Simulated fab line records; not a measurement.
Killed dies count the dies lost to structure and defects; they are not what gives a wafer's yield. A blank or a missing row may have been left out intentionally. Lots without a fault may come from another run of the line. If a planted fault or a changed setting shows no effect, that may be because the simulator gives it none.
What tool caused it? | flow nand harc | 12 lots, 36 wafers sampled, at 5 steps of a route of 1302

WHAT THE GAUGES READ, wafer by wafer
NHARC_P_STI_CD_MEAS_16. Usual: cd nm at 198.7 nm, with a standard deviation of 2.4.
lot  | measured     | on        | cd nm (nm)        | flag
L205 | day 3 05:30  | cd sem-02 | 200.1 197.4 199.8 |
L207 | day 4 00:59  | cd sem-02 | 197.8 196.7 199.7 |
L208 | day 4 14:05  | cd sem-02 | 197.6 197.9 194.7 |
L209 | day 4 22:07  | cd sem-02 | 200.5 195.8 199.9 |
L212 | day 6 05:17  | cd sem-01 | 200.6 199.7 196.7 |
L213 | day 6 12:44  | cd sem-03 | 199.2 202.8 202.5 |
L214 | day 7 00:23  | cd sem-03 | 203.9 197.6 197.9 |
L216 | day 7 18:58  | cd sem-01 | 194.3 197.5 199.5 |
L217 | day 8 06:10  | cd sem-03 | 197.1 196.5 193.8 |
L223 | day 10 18:21 | cd sem-03 | 199.1 198.2 198.4 |
L224 | day 11 04:40 | cd sem-03 | 200.7 199.0 201.3 |
L226 | day 12 00:50 | cd sem-03 | 200.1 200.0 195.0 |

NHARC_END_SORT_01. Usual: killed at array 52, standard deviation 18; killed at other 0.6, standard deviation 0.83; killed at periphery 4.3, standard deviation 2.8; killed dies 57, standard deviation 19; killed open 3.4, standard deviation 2; killed short 2.5, standard deviation 1.7.
lot  | measured     | on        | killed at array | killed at other | killed at periphery | killed dies | killed open | killed short | flag
L212 | day 27 22:25 | prober-02 | 66 55 66        | 1 1 2           | 1 3 1               | 68 59 69    | 4 6 4       | 2 4 2        |

WHICH TOOL RAN EACH LOT (tool, then ch and the chambers of the sampled wafers, then the start)
lot  | NHARC_P_STI_ETCH_31                           | NHARC_P_GATE_EXPOSE_23             | NHARC_P_GATE_ALD_36
L205 | rie diel-09 ch 0,1,3, day 3 05:30 or earlier  | arfi scanner-03 ch 0, day 5 12:19  | ald sin-01 ch 1,2, day 5 13:53
L207 | rie diel-12 ch 0,2, day 4 00:59 or earlier    | arfi scanner-02 ch 0, day 6 01:46  | ald sin-01 ch 1,3, day 6 04:26
L208 | rie diel-13 ch 0,1, day 4 14:05 or earlier    | arfi scanner-02 ch 0, day 6 19:47  | ald sin-02 ch 2,3, day 6 21:22
L209 | rie diel-13 ch 0,2, day 4 22:07 or earlier    | arfi scanner-01 ch 0, day 7 00:09  | ald sin-04 ch 0,1,3, day 7 02:52
L212 | rie diel-09 ch 0,2,3, day 6 05:17 or earlier  | arfi scanner-02 ch 0, day 8 08:33  | ald sin-04 ch 2,3, day 8 10:07
L213 | rie diel-13 ch 0,1,2, day 6 12:44 or earlier  | arfi scanner-02 ch 0, day 8 14:59  | ald sin-01 ch 0,2,3, day 8 16:37
L214 | rie diel-12 ch 0,2,3, day 7 00:23 or earlier  | arfi scanner-03 ch 0, day 9 10:35  | ald sin-02 ch 2,3, day 9 12:10
L216 | rie diel-12 ch 0,2, day 7 18:58 or earlier    | arfi scanner-01 ch 0, day 10 02:34 | ald sin-02 ch 2,3, day 10 05:12
L217 | rie diel-09 ch 0,1, day 8 06:10 or earlier    | arfi scanner-02 ch 0, day 10 12:07 | ald sin-01 ch 0,2,3, day 10 16:55
L223 | rie diel-09 ch 2,3, day 10 18:21 or earlier   | arfi scanner-01 ch 0, day 13 02:35 | ald sin-04 ch 2,3, day 13 04:10
L224 | rie diel-13 ch 0,2,3, day 11 04:40 or earlier | arfi scanner-01 ch 0, day 13 08:44 | ald sin-01 ch 0,1,3, day 13 12:31
L226 | rie diel-12 ch 0,1,3, day 12 00:50 or earlier | arfi scanner-03 ch 0, day 14 05:13 | ald sin-02 ch 0,1,2, day 14 06:53
- NHARC_P_STI_ETCH_31: etches the open film in CF4/CHF3, target depth 108.9 nm, time 54.5 s.
- NHARC_P_GATE_EXPOSE_23: exposes mask P GATE, target cd 120 nm.
- NHARC_P_GATE_ALD_36: deposits SiNx, target thk 20 nm, pulse time 60 s, ald cycles 223.

AS READ BY THE TOOLS THEMSELVES (means over the sampled wafers that have a number; for cases with no such wafer, the mark the record gives instead)
NHARC_P_STI_ETCH_31. Usual: chf3 flow sccm 30.00 sccm, standard deviation 0.093; drypump motor current A 5.6 A, standard deviation 0.5; oes product au 0.960 a.u., standard deviation 0.019; rf vpp V 370.0 V, standard deviation 2.7; showerhead plenum p Torr 1.56 Torr, standard deviation 0.08; throttle valve pct 16.802 %, standard deviation 0.0089.
lot  | tool        | chf3 flow sccm (sccm) | drypump motor current A (A) | oes product au (a.u.) | rf vpp V (V) | showerhead plenum p Torr (Torr) | throttle valve pct (%) | flag
L205 | rie diel-09 | 30.10                 | 5.1                         | 0.973                 | 369.3        | 1.53                            | 16.805                 |
L207 | rie diel-12 | 30.05                 | 5.7                         | 0.950                 | 368.6        | 1.53                            | 16.804                 |
L208 | rie diel-13 | 30.02                 | 6.3                         | 0.981                 | 367.7        | 1.50                            | 16.805                 |
L209 | rie diel-13 | 29.95                 | 5.6                         | 0.973                 | 368.4        | 1.52                            | 16.807                 |
L212 | rie diel-09 | 30.06                 | 5.7                         | 0.945                 | 371.5        | 1.59                            | 16.806                 |
L213 | rie diel-13 | 30.02                 | 5.9                         | 0.966                 | 368.8        | 1.53                            | 16.801                 |
L214 | rie diel-12 | 29.99                 | 5.9                         | 0.960                 | 368.8        | 1.53                            | 16.802                 |
L216 | rie diel-12 | 29.92                 | 5.9                         | 0.967                 | 371.2        | 1.57                            | 16.801                 |
L217 | rie diel-09 | 29.99                 | 5.0                         | 0.952                 | 368.8        | 1.53                            | 16.803                 |
L223 | rie diel-09 | 30.03                 | 5.4                         | 0.961                 | 369.8        | 1.54                            | 16.801                 |
L224 | rie diel-13 | 29.97                 | 5.5                         | 0.966                 | 369.6        | 1.56                            | 16.792                 |
L226 | rie diel-12 | 29.94                 | 5.6                         | 0.960                 | 369.8        | 1.55                            | 16.803                 |

NHARC_P_GATE_EXPOSE_23. Usual: exposure dose mJ cm2 at 93.89, with a standard deviation of 0.095.
lot  | tool            | exposure dose mJ cm2 | flag
L205 | arfi scanner-03 | 93.77                |
L207 | arfi scanner-02 | 94.02                |
L208 | arfi scanner-02 | 93.86                |
L209 | arfi scanner-01 | 93.94                |
L212 | arfi scanner-02 | 93.86                |
L213 | arfi scanner-02 | 93.91                |
L214 | arfi scanner-03 | 93.89                |
L216 | arfi scanner-01 | 93.96                |
L217 | arfi scanner-02 | 93.86                |
L223 | arfi scanner-01 | 90.80                | OFF
L224 | arfi scanner-01 | 90.72                | OFF
L226 | arfi scanner-03 | 93.91                |

NHARC_P_GATE_ALD_36. Usual: heater power w 807 W, standard deviation 86; precursor pulse height rel 1.000, standard deviation 0.018; susceptor temp C 400.00 C, standard deviation 0.21.
lot  | tool       | heater power w (W) | precursor pulse height rel | susceptor temp C (C) | flag
L205 | ald sin-01 | 843                | 0.975                      | 400.00               |
L207 | ald sin-01 | 727                | 0.998                      | 400.17               |
L208 | ald sin-02 | 849                | 0.993                      | 399.95               |
L209 | ald sin-04 | 761                | 0.986                      | 399.83               |
L212 | ald sin-04 | 740                | 0.984                      | 400.05               |
L213 | ald sin-01 | 776                | 1.006                      | 400.05               |
L214 | ald sin-02 | 836                | 0.985                      | 399.91               |
L216 | ald sin-02 | 881                | 0.996                      | 400.04               |
L217 | ald sin-01 | 773                | 0.993                      | 400.32               |
L223 | ald sin-04 | 810                | 1.024                      | 399.90               |
L224 | ald sin-01 | 741                | 0.997                      | 399.92               |
L226 | ald sin-02 | 853                | 0.996                      | 400.01               |

THE ANSWER, worked out from the rows above alone
Rule: lot off if the mean of its wafers having a number is beyond 3 standard deviations from the usual mean. A lot without any number at a reading at which 4 lots or more have one is off too. All remaining lots with rows at the step are treated as sound. After the gauges, taken in route order, come the tools' own readings; for these a lot's mean is taken, as printed above. The first step at which some lot is off is used, and at that step the reading that is off furthest; a lot without a number counts as furthest.
Off at NHARC_P_GATE_EXPOSE_23 (exposure dose mJ cm2): L223, L224.
If a tool, at that step or one of the process steps before it, ran each lot that is off and ran no sound lot following the first of them, it fits. With no start given for some of its lots, NHARC_P_STI_ETCH_31 uses the hours and lot order of NHARC_P_STI_CD_MEAS_16. One candidate fits, namely arfi scanner-01 at NHARC_P_GATE_EXPOSE_23. Its last sound lot is L216 (day 10 02:34), its first lot that is off L223 (day 13 02:35): a fault that began between those two fits.
The tool's own readings at NHARC_P_GATE_EXPOSE_23 bear it out: on the lots that are off they differ by more than 5 times the standard deviation of the sound lots' means. exposure dose mJ cm2 reads 90.76 there against 93.90 on the sound lots.

WHAT THE SIMULATOR PUT IN
Process parameters drifting: arfi scanner-01 at NHARC_P_GATE_EXPOSE_23, beginning at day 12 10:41. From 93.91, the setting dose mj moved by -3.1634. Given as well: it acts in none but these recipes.
Struck lots among those shown: L223, L224. Same finding as the rule above.
